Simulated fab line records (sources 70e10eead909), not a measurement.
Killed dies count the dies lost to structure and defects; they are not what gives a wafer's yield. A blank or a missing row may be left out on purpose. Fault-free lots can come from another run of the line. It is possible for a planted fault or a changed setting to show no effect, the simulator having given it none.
A lot that was struck, set against a sound lot + flow nand-harc + 43 out of 1302 route steps
Sound: wafers L553.2, L553.5, L553.6. Wafers struck: L548.1, L548.3, L548.5. The cause is named last.
For every step that has rows: the tool of each side, followed by ch and its chambers, followed by its first start. Under that, the readings that differ: sound wafers + struck wafers + difference of the means + sigmas: that difference in standard deviations of wafers without a fault.
alike: same words and numbers on both sides, and readings whose means sit less than 2 such deviations apart. not compared: any withheld reading, any reading some wafer has no value for, any bound like >300 that may hide the same value, and any number with overlapping values for which the record gives no deviation.
Wherever a step has rows on one side only, a row that says differs or no value, or a row with sigmas, the two part there. Numbers that have no deviation but don't overlap get no sigmas and don't part them. A reading missing from all wafers of one side parts the sides only when that side holds two or more wafers.

first, 3 steps without rows for these wafers: NHARC_A_CONTACT_EXPOSE_39 (exposes mask A CC 3); NHARC_A_CONTACT_PEB_40 (peb time 65 s); NHARC_A_CONTACT_DEVELOP_41 (develop time 35 s).
NHARC_A_CONTACT_CD_MEAS_42 targets a cd of 300 nm.
  sound on cd-sem-01 ch 0, day 26 01:28; struck on cd-sem-02 ch 0, day 24 19:47
  alike: cd-nm
NHARC_A_CONTACT_OVL_MEAS_43:
  sound on overlay-01 at day 26 01:33; struck on overlay-01 at day 24 19:53
  alike: overlay-x-nm, overlay-y-nm
NHARC_A_CONTACT_INSPECT_44:
  sound on defect-inspect-02 at day 26 01:35; struck on defect-inspect-02 at day 24 19:55
| reading          | sound       | struck   | difference | sigmas |
|------------------|-------------|----------|------------|--------|
| raw-defect-count | 153 124 140 | 23 30 30 | -111       | -3     |
then, 6 steps without rows for these wafers: NHARC_A_CONTACT_DESCUM_47 (chemistry O2, time 3 s); NHARC_A_CONTACT_ETCH_48 (etches the open film in CF4, target depth 39 nm, time 65 s); NHARC_A_CONTACT_ETCH_49 (etches the open film in N2/H2, target depth 260 nm, time 475.3 s); NHARC_A_CONTACT_ETCH_50 (etches the open film in CF4/CHF3, target depth 121 nm, time 60.5 s); NHARC_A_CONTACT_ETCH_51 (etches the open film in O2/COS, target depth 7000 nm, time 1820 s); NHARC_A_CONTACT_ETCH_111 (etches the open film in C4F8/O2/Ar, time 140 s, target depth 700 nm).
NHARC_A_CONTACT_ETCH_112: etches the open film in C4F8/O2/Ar, time 190 s, target depth 1850 nm.
  sound on har-cap-etch-03 ch 0,1, day 26 03:43; struck on har-cap-etch-02 ch 0,1, day 24 22:02
  not compared: rf-hours-counter-h
then, 1 step without rows for these wafers: NHARC_A_CONTACT_ETCH_113 (etches the open film in C4F8/O2/Ar, time 190 s, target depth 1850 nm).
NHARC_A_CONTACT_ETCH_114: etches the open film in C4F8/O2/Ar, time 190 s, target depth 1850 nm.
  sound on har-cap-etch-03 ch 0,1, day 26 04:07; struck on har-cap-etch-02 ch 0,1, day 24 22:22
  not compared: rf-hours-counter-h
NHARC_A_CONTACT_ETCH_115: etches the open film in C4F8/O2/Ar, time 190 s, target depth 1850 nm.
  sound on har-cap-etch-03 ch 0,1, day 26 04:17; struck on har-cap-etch-02 ch 0,1, day 24 22:32
  not compared: rf-hours-counter-h
then, 1 step without rows for these wafers: NHARC_A_CONTACT_ETCH_116 (etches the open film in C4F8/O2/Ar, time 190 s, target depth 1850 nm).
NHARC_A_CONTACT_ETCH_117: etches the open film in C4F8/O2/Ar, time 190 s, target depth 1850 nm.
  sound on har-cap-etch-03 ch 0,1, day 26 04:38; struck on har-cap-etch-02 ch 0,1, day 24 22:53
  not compared: rf-hours-counter-h
then, 1 step without rows for these wafers: NHARC_A_CONTACT_ETCH_118 (etches the open film in C4F8/O2/Ar, time 190 s, target depth 1850 nm).
NHARC_A_CONTACT_ETCH_119: etches the open film in C4F8/O2/Ar, time 190 s, target depth 1850 nm.
  sound on har-cap-etch-03 ch 0,1, day 26 04:58; struck on har-cap-etch-02 ch 0,1, day 24 23:13
  not compared: rf-hours-counter-h
then, 1 step without rows for these wafers: NHARC_A_CONTACT_ETCH_120 (etches the open film in C4F8/O2/Ar, time 190 s, target depth 1850 nm).
NHARC_A_CONTACT_ETCH_121: etches the open film in C4F8/O2/Ar, time 190 s, target depth 1850 nm.
  sound on har-cap-etch-03 ch 0,1, day 26 05:19; struck on har-cap-etch-02 ch 0,1, day 24 23:34
  not compared: rf-hours-counter-h
then, 4 steps without rows for these wafers: NHARC_A_CONTACT_ETCH_122 (etches the open film in C4F8/O2/Ar, time 190 s, target depth 1850 nm); NHARC_A_CONTACT_ETCH_123 (etches the open film in C4F8/O2/Ar, time 490 s, target depth 2110 nm); NHARC_A_CONTACT_ETCH_90 (etches the open film in CH3F/O2, target depth 40 nm, time 85.7 s); NHARC_A_CONTACT_ETCH_96 (etches the open film in C4F6/O2, target depth 20 nm, time 10 s).
NHARC_A_CONTACT_CD_MEAS_53:
  sound on cd-sem-01 at day 26 06:50; struck on cd-sem-02 at day 25 01:06
| reading    | sound             | struck            | difference | sigmas |
|------------|-------------------|-------------------|------------|--------|
| cd-nm (nm) | 289.2 289.5 289.2 | 287.4 287.6 288.0 | -1.6       | -2     |
then, 15 steps without rows for these wafers: NHARC_A_CONTACT_STRIP_99 (strips in N2/H2); NHARC_A_CONTACT_STRIP_100 (strips in CF4/CHF3); NHARC_A_CONTACT_STRIP_101 (strips in O2/COS); NHARC_A_CONTACT_ETCH_102 (etches the open film in CF4/O2, target depth 100 nm, overetch 10 nm, time 55 s); NHARC_A_CONTACT_STRIP_55 (strips in O2); NHARC_A_CONTACT_STRIP_56 (strips in post etch residue remover, time 600 s); NHARC_A_CONTACT_DEP_57 (deposits aC, target thk 5300 nm); NHARC_A_CONTACT_DEP_58 (deposits SiON, target thk 90 nm); NHARC_A_CONTACT_DEHYDRATE_59 (time 120 s); NHARC_A_CONTACT_HMDS_60 (time 30 s); NHARC_A_CONTACT_COAT_61 (time 75 s); NHARC_A_CONTACT_COAT_62 (time 65 s); NHARC_A_CONTACT_COAT_63 (resist thk 90 nm); NHARC_A_CONTACT_SOFTBAKE_64 (time 55 s); NHARC_A_CONTACT_EBR_65.
-- jump in the record: it breaks off in module A_CONTACT and resumes in module END (first step shown: number 1302 of the route), and 3 days separate the struck wafers' starts before and after --
NHARC_END_SORT_01:
  only the struck wafers appear in the record here, on prober-01 ch 0 at day 27 18:59; the sound ones have no rows

## WHERE THEY PART
Last at NHARC_END_SORT_01 as far as this record goes, first at NHARC_A_CONTACT_INSPECT_44.

WHY: whatever the simulator had introduced
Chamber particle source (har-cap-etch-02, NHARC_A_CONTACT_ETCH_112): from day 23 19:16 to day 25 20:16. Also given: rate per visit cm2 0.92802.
